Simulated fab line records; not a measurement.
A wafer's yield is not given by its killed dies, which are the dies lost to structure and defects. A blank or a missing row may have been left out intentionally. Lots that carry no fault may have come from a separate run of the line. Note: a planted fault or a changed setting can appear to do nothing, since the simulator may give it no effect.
Which tool is to blame? :: flow n5-finfet :: 36 wafers from 12 lots sampled at 4 of the route's 1938 steps

== WHAT THE GAUGES SHOWED, per wafer ==
N5_BEOL_M4_OVL_MEAS_12.
lot: L075
measured: day 8 23:13
on: overlay-01
M4_OVL (nm): -1.3 -1.1 -0.8

lot: L076
measured: day 9 03:56
on: overlay-01
M4_OVL (nm): -0.5 -1.6 -0.5

lot: L079
measured: day 9 08:54
on: overlay-02
M4_OVL (nm): -0.9 -1.6 -0.6

lot: L081
measured: day 10 01:58
on: overlay-02
M4_OVL (nm): -0.8 -0.1 -0.5

lot: L084
measured: day 13 04:43
on: overlay-01
M4_OVL (nm): 0.0 0.3 -0.1

lot: L086
measured: day 13 23:03
on: overlay-01
M4_OVL (nm): -0.3 -0.4 -0.4

lot: L088
measured: day 14 12:38
on: overlay-01
M4_OVL (nm): 0.1 0.0 0.2

lot: L092
measured: day 14 22:58
on: overlay-01
M4_OVL (nm): -1.1 -0.6 -0.7

lot: L094
measured: day 14 23:44
on: overlay-01
M4_OVL (nm): -0.1 -0.5 -1.3

lot: L093
measured: day 15 02:56
on: overlay-02
M4_OVL (nm): -0.4 -0.7 -1.3

lot: L082
measured: day 15 10:16
on: overlay-01
M4_OVL (nm): -1.9 -1.2 0.1

lot: L097
measured: day 15 14:35
on: overlay-02
M4_OVL (nm): -0.8 -0.1 -0.7

== EACH LOT AND THE TOOL THAT RAN IT (in order: tool; ch and the chambers of the sampled wafers; start) ==
lot: L075
N5_BEOL_M3_ANNEAL_51: rtp-anneal-01 ch 0, day 8 19:49
N5_BEOL_M3_CMP_52: cmp-03 ch 0,1,3, day 8 20:10
N5_BEOL_M4_ILD_DEP_00: pecvd-03 ch 0,1, day 8 20:58

lot: L076
N5_BEOL_M3_ANNEAL_51: rtp-anneal-01 ch 0, day 9 00:38
N5_BEOL_M3_CMP_52: cmp-03 ch 2,3, day 9 00:50
N5_BEOL_M4_ILD_DEP_00: pecvd-04 ch 0,1,2, day 9 01:28

lot: L079
N5_BEOL_M3_ANNEAL_51: rtp-anneal-01 ch 0, day 9 07:07
N5_BEOL_M3_CMP_52: cmp-01 ch 0,2,3, day 9 07:28
N5_BEOL_M4_ILD_DEP_00: pecvd-03 ch 1,2, day 9 08:09

lot: L081
N5_BEOL_M3_ANNEAL_51: rtp-anneal-02 ch 0, day 10 00:08
N5_BEOL_M3_CMP_52: cmp-03 ch 1,2,3, day 10 00:29
N5_BEOL_M4_ILD_DEP_00: pecvd-02 ch 1,2, day 10 01:08

lot: L084
N5_BEOL_M3_ANNEAL_51: rtp-anneal-01 ch 0, day 13 03:14
N5_BEOL_M3_CMP_52: cmp-02 ch 1,2,3, day 13 03:29
N5_BEOL_M4_ILD_DEP_00: pecvd-02 ch 1,2, day 13 04:03

lot: L086
N5_BEOL_M3_ANNEAL_51: rtp-anneal-02 ch 0, day 13 19:51
N5_BEOL_M3_CMP_52: cmp-01 ch 1,2,3, day 13 20:11
N5_BEOL_M4_ILD_DEP_00: pecvd-04 ch 0,1,2, day 13 20:41

lot: L088
N5_BEOL_M3_ANNEAL_51: rtp-anneal-02 ch 0, day 14 11:10
N5_BEOL_M3_CMP_52: cmp-01 ch 0,1,2, day 14 11:29
N5_BEOL_M4_ILD_DEP_00: pecvd-02 ch 0,1, day 14 12:02

lot: L092
N5_BEOL_M3_ANNEAL_51: rtp-anneal-02 ch 0, day 14 19:05
N5_BEOL_M3_CMP_52: cmp-01 ch 0,2,3, day 14 19:27
N5_BEOL_M4_ILD_DEP_00: pecvd-02 ch 0,1, day 14 20:01

lot: L094
N5_BEOL_M3_ANNEAL_51: rtp-anneal-01 ch 0, day 14 21:59
N5_BEOL_M3_CMP_52: cmp-03 ch 2,3, day 14 22:16
N5_BEOL_M4_ILD_DEP_00: pecvd-03 ch 0,1,2, day 14 22:53

lot: L093
N5_BEOL_M3_ANNEAL_51: rtp-anneal-02 ch 0, day 14 23:49
N5_BEOL_M3_CMP_52: cmp-02 ch 2,3, day 15 00:07
N5_BEOL_M4_ILD_DEP_00: pecvd-04 ch 0,2, day 15 00:46

lot: L082
N5_BEOL_M3_ANNEAL_51: rtp-anneal-01 ch 0, day 15 07:46
N5_BEOL_M3_CMP_52: cmp-02 ch 1,2,3, day 15 08:08
N5_BEOL_M4_ILD_DEP_00: pecvd-03 ch 1,2, day 15 08:45

lot: L097
N5_BEOL_M3_ANNEAL_51: rtp-anneal-01 ch 0, day 15 13:06
N5_BEOL_M3_CMP_52: cmp-03 ch 1,3, day 15 13:19
N5_BEOL_M4_ILD_DEP_00: pecvd-03 ch 0,1,2, day 15 13:58
- N5_BEOL_M3_ANNEAL_51: time 90 s.
- N5_BEOL_M3_CMP_52: polishes, stops on SiOC, t overpolish 6.8 s, target thk 40 nm.
- N5_BEOL_M4_ILD_DEP_00: deposits SiOC from DEMS/O2, target thk 79 nm, time 15.3 s.

== THE ANSWER, worked out from the rows above alone ==
Rule: the lots themselves supply what counts as usual. Put in order of their means at a reading, lots are off if they are a third of the lots or fewer, leave a main group of 4 or more, and stand apart from it by a gap of 3 or more times the standard deviation of the main group's means; of several such gaps the widest counts. A main group is skipped when, at the precision printed for the reading in the tables above, its means are all equal. A lot without any number at a reading at which 4 lots or more have one is off too. All remaining lots with rows at the step are treated as sound.
No lot is off at any reading shown: from this, nothing can be told.

== WHAT WAS PUT IN BY THE SIMULATOR ==
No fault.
